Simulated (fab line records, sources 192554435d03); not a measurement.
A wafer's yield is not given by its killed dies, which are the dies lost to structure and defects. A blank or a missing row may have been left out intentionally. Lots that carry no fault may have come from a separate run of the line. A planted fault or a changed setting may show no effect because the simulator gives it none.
Struck lot and sound lot, side by side + flow n5Finfet + 33 steps out of a route of 1938
Sound: wafers L433.1, L433.2, L433.5. The struck wafers were L435.3, L435.5, L435.6. At the end, the cause is stated.
Each step with rows lists, per side, the tool, then ch with its chambers, then its first start. Under that, the readings that differ: sound wafers + struck wafers + difference of the means + sigmas: that difference in standard deviations of wafers without a fault.
alike: same words and numbers on both sides, and readings whose means sit less than 2 such deviations apart. not compared: any withheld reading, any reading some wafer has no value for, any bound like >300 that may hide the same value, and any number with overlapping values for which the record gives no deviation.
The two part at a step that has a row with sigmas, a row that says differs or no value, or rows on one side only. Non-overlapping numbers with no deviation appear without sigmas and do not part them. A reading missing from all wafers of one side parts the sides only when that side holds two or more wafers.

first, 10 steps without rows for these wafers: N5_SD_EPI_P_SRD_20 (time 30 s); N5_SD_EPI_P_PRECLEAN_51 (cleans in NF3:NH3, afs cycles 1, time 20 s, sublimation time 60 s); N5_SD_EPI_P_VAPOR_ETCH_44 (etches SiGe30 in NF3/Ar, time 3.3 s); N5_SD_EPI_P_EPI_21 (deposits SiGe:B, time 355 s); N5_SD_EPI_P_HM_STRIP_48 (strips SiNx in H3PO4, material SiNx, target depth 3 nm); N5_SD_EPI_P_SRD_49 (time 30 s); N5_SD_EPI_P_PRECLEAN_24 (cleans in O3/DIW, time 45 s); N5_SD_EPI_P_PRECLEAN_32 (cleans in dHF, time 10 s); N5_SD_EPI_P_PRECLEAN_33 (cleans in SC2, time 45 s); N5_SD_EPI_P_SRD_25 (time 30 s).
N5_SD_ACTIVATION_RTA_00: time 0 s.
  sound on rtpAnneal-02 ch 0, day 6 16:01; struck on rtpAnneal-02 ch 0, day 7 05:13
| reading             | sound             | struck            | difference | sigmas |
|---------------------|-------------------|-------------------|------------|--------|
| lampPowerPct (%)    | 8.98 8.87 8.98    | 8.01 7.87 7.94    | -1.00      | -19    |
| lamp_zone_1_pct (%) | 8.932 8.952 8.970 | 7.979 8.000 7.972 | -0.968     | -32    |
| lamp_zone_2_pct (%) | 8.97 8.94 8.93    | 7.98 8.00 7.99    | -0.96      | -30    |
| lamp_zone_3_pct (%) | 8.95 8.92 8.94    | 7.99 7.97 8.01    | -0.95      | -32    |
| lamp_zone_4_pct (%) | 8.93 8.96 8.93    | 7.96 8.01 8.00    | -0.95      | -29    |
| lamp_zone_5_pct (%) | 8.97 8.95 8.94    | 7.98 7.99 8.02    | -0.96      | -31    |
| lamp_zone_6_pct (%) | 8.909 8.913 8.872 | 7.892 7.910 7.917 | -0.992     | -33    |
| lamp_zone_7_pct (%) | 9.33 9.32 9.32    | 8.36 8.34 8.34    | -0.98      | -28    |
  alike: wafer_temp_C_max
then, 1 step without rows for these wafers: N5_SD_ACTIVATION_LSA_01 (time 0.0008 s).
N5_SD_ACTIVATION_RS_MEAS_03: measures by four-point-probe.
  sound on filmMetro-01 at day 6 16:25; struck on filmMetro-01 at day 7 05:35
| reading          | sound             | struck            | difference | sigmas |
|------------------|-------------------|-------------------|------------|--------|
| RS_SD_N (ohm/sq) | 22.04 21.87 21.93 | 23.14 23.24 23.14 | +1.23      | +4     |
  alike: RS_SD_P
then, 18 steps without rows for these wafers: N5_ILD0_LINER_00 (material SiNx, target thk 4 nm, pulse time 1 s, purge time 2 s); N5_ILD0_FCVD_FILL_01 (material SiO2 flowable, target thk 200 nm, time 328.3 s); N5_ILD0_CURE_02 (time 1800 s); N5_ILD0_CMP_03 (polishes, stops on SiNx, t overpolish 1.9 s, target thk 197.38 nm); N5_ILD0_CMP_07 (polishes SiO2 flowable, stops on poly-Si, t overpolish 1.18 s, target thk 138.88 nm); N5_ILD0_PRECLEAN_10 (cleans in NF3:NH3, afs cycles 5, time 20 s, sublimation time 60 s); N5_ILD0_ALD_15 (deposits SiNx, target thk 24 nm, pulse time 1 s, ald cycles 480); N5_ILD0_CMP_12 (polishes SiNx, stops on poly-Si, t overpolish 6 s, target thk 17.67 nm); N5_SDB_HM_DEP_00 (deposits SiNx from SiH4/NH3/N2, target thk 40 nm, time 35.3 s); N5_SDB_COAT_03 (time 60 s, resist thk 100 nm); N5_SDB_COAT_04 (time 60 s, resist thk 18 nm); N5_SDB_COAT_05 (resist thk 90 nm); N5_SDB_EBR_07; N5_SDB_SOFTBAKE_06 (time 60 s); N5_SDB_EXPOSE_08 (exposes mask SDB); N5_SDB_PEB_09 (peb time 60 s); N5_SDB_DEVELOP_10 (develop time 30 s); N5_SDB_DESCUM_16 (chemistry O2, time 7.9 s).
-- the record jumps here: 5 days lie between the struck wafers' starts before and after (it left off in module SDB and takes up again in module BEOL_M4, whose first step shown is number 1111 of the route) --
N5_BEOL_M4_RC_MEAS_101:
  sound on prober-02 ch 0, day 11 22:21; struck on prober-02 ch 0, day 12 02:38
| reading            | sound              | struck               | difference | sigmas |
|--------------------|--------------------|----------------------|------------|--------|
| DIBL_N (mV/V)      | 37.4 35.2 35.9     | 28.7 27.2 27.3       | -8.4       | -5     |
| DIBL_P (mV/V)      | 38.8 36.6 37.2     | 32.4 31.7 31.6       | -5.6       | -4     |
| IOFF_N (nA/um)     | 0.184 0.145 0.159  | 0.065 0.058 0.062    | -0.101     | -4     |
| IOFF_N_85C (nA/um) | 3.5 2.9 3.1        | 1.5 1.3 1.4          | -1.8       | -4     |
| IOFF_N_LIN (nA/um) | 0.083 0.069 0.075  | 0.035 0.032 0.034    | -0.042     | -4     |
| IOFF_P (nA/um)     | 0.24 0.20 0.21     | 0.12 0.12 0.11       | -0.10      | -3     |
| ION_N (uA/um)      | 687 675 676        | 589 585 600          | -88        | -9     |
| ION_P (uA/um)      | 470 464 470        | 427 431 438          | -36        | -6     |
| REXT_N (ohm.um)    | 72.2 72.9 72.5     | 104.1 105.4 103.3    | +31.7      | +18    |
| REXT_P (ohm.um)    | 99.2 98.5 98.9     | 121.5 121.5 120.2    | +22.2      | +11    |
| RS_SD_N (ohm/sq)   | 28.6 28.3 28.0     | 29.4 30.0 29.9       | +1.5       | +4     |
| SS_N (mV/dec)      | 71.9 71.0 71.6     | 69.8 69.7 69.7       | -1.8       | -4     |
| VT_N (mV)          | 248.4 250.5 248.0  | 267.6 264.9 262.0    | +15.9      | +5     |
| VT_N_LVT (mV)      | 96.4 100.8 99.5    | 113.8 115.0 113.0    | +15.0      | +5     |
| VT_P (mV)          | -249 -250 -251     | -259 -264 -262       | -12        | -4     |
| VT_P_LVT (mV)      | -98.2 -100.6 -99.9 | -108.2 -109.2 -109.7 | -9.5       | -3     |
  alike: RC_N, SS_P
-- the record jumps here: 4 days lie between the struck wafers' starts before and after (it left off in module BEOL_M4 and takes up again in module PASSIVATION, whose first step shown is number 1936 of the route) --
N5_PASSIVATION_PROBE_49:
  sound on prober-01 at day 16 16:23; struck on prober-02 at day 16 09:06
| reading              | sound          | struck            | difference | sigmas |
|----------------------|----------------|-------------------|------------|--------|
| sort_bin_8_speed (%) | 0 0 0          | 90.59 93.73 91.44 | +91.92     |        |
| sortNPass            | 1076 1074 1073 | 0 0 9             | -1071      | -63    |
| sortYieldPct (%)     | 91.2 91.0 90.9 | 0 0 0.8           | -91        | -61    |
  alike: defectLimitedYield, killed_at_M0_to_M3, killed_at_M4_up, killedAtContacts, killedAtFrontEnd, killedAtOther, killedDies, killedOpen, killedShort, sort_bin_5_function, sort_bin_6_memory

WHERE THEY PART
First at N5_SD_ACTIVATION_RTA_00; last, within this record, at N5_PASSIVATION_PROBE_49.

WHY: what the simulator had put in
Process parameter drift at N5_SD_ACTIVATION_RTA_00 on rtpAnneal-02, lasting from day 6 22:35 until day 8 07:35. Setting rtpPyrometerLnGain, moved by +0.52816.
